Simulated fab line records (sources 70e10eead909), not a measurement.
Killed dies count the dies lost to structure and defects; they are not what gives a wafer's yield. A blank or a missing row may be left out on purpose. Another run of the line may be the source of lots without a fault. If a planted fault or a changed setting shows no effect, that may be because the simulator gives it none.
Comparing a struck lot with a sound one :: flow nand harc :: 14 steps out of a route of 1159
Sound: the wafers L388.2, L388.5, L388.6. The struck wafers were L401.1, L401.3, L401.6. The cause comes at the end.
At each step with rows: each side's tool, then ch and its chambers, then its first start. Under that, the readings that differ: sound wafers :: struck wafers :: difference of the means :: sigmas: that difference in standard deviations of wafers without a fault.
alike: a reading whose means differ by less than 2 such deviations, as well as words and numbers matching on both sides. not compared: withheld readings; readings where some wafer has no value; bounds like >300 that might hide an equal value; numbers whose values overlap and for which the record gives no deviation.
A row with sigmas, a row that says differs or no value, or rows on one side alone: a step with any of these is where the two part. Numbers that have no deviation but don't overlap get no sigmas and don't part them. A reading missing from all wafers of one side parts the sides only when that side holds two or more wafers.

first, 1 step without rows for these wafers: NHARC_P_GATE_STRIP_96 (strips in SPM, time 900 s).
NHARC_P_GATE_RTA_64: time 1 s.
  sound on rtp anneal-01 ch 0, day 5 13:43; struck on rtp anneal-01 ch 0, day 8 16:00
  alike: lamp power pct, wafer_temp_C_max
then, 1 step without rows for these wafers: NHARC_P_GATE_ETCH_77 (etches SiO2 in dHF, target depth 6 nm).
NHARC_P_GATE_DEGAS_109: time 60 s.
  sound on pvd sputter-01 at day 5 14:00; struck on pvd sputter-03 at day 8 16:19
  alike: heater power w
then, 3 steps without rows for these wafers: NHARC_P_GATE_PRE_CLEAN_110 (time 30 s); NHARC_P_GATE_SPUTTER_78 (material Ni, target thk 10 nm); NHARC_P_GATE_SPUTTER_79 (material TiN, target thk 10 nm).
NHARC_P_GATE_RTA_80: time 30 s.
  sound on rtp anneal-01 ch 0, day 5 14:20; struck on rtp anneal-01 ch 0, day 8 16:36
  alike: lamp power pct, wafer_temp_C_max
then, 1 step without rows for these wafers: NHARC_P_GATE_STRIP_67 (strips in SPM, time 600 s).
NHARC_P_GATE_RTA_82: time 30 s.
  sound on rtp anneal-01 ch 0, day 5 14:48; struck on rtp anneal-01 ch 0, day 8 17:04
  alike: lamp power pct, wafer_temp_C_max
NHARC_P_GATE_INSPECT_68:
  sound on defect inspect-02 at day 5 14:58; struck on defect inspect-02 at day 8 17:15
  alike: raw defect count
then, 1 step without rows for these wafers: NHARC_P_CONTACT_DEP_30 (deposits SiNx, target thk 30 nm).
NHARC_P_CONTACT_DEP_00: deposits SiO2, target thk 500 nm.
  sound on pecvd-04 ch 1,2, day 5 15:16; struck on pecvd-01 ch 0,1, day 8 17:35
reading: mfc precursor sccm (sccm)
sound: 161.9 161.6 161.5
struck: 60.3 60.4 61.0
difference: -101.1
sigmas: -99 or more
  alike: heater power w, rf fwd power W, throttle valve pct
NHARC_P_CONTACT_CMP_01: polishes SiO2, target thk 200 nm.
  sound on cmp-04 ch 2,3, day 5 15:46; struck on cmp-04 ch 0,2, day 8 18:07
  alike: motor current A

## WHERE THEY PART
Within this record, at NHARC_P_CONTACT_DEP_00 only. Later steps at which nothing parts them and some readings are alike: NHARC_P_CONTACT_CMP_01.

WHY: whatever the simulator had introduced
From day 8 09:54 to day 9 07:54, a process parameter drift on pecvd-01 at NHARC_P_CONTACT_DEP_00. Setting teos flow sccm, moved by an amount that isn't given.
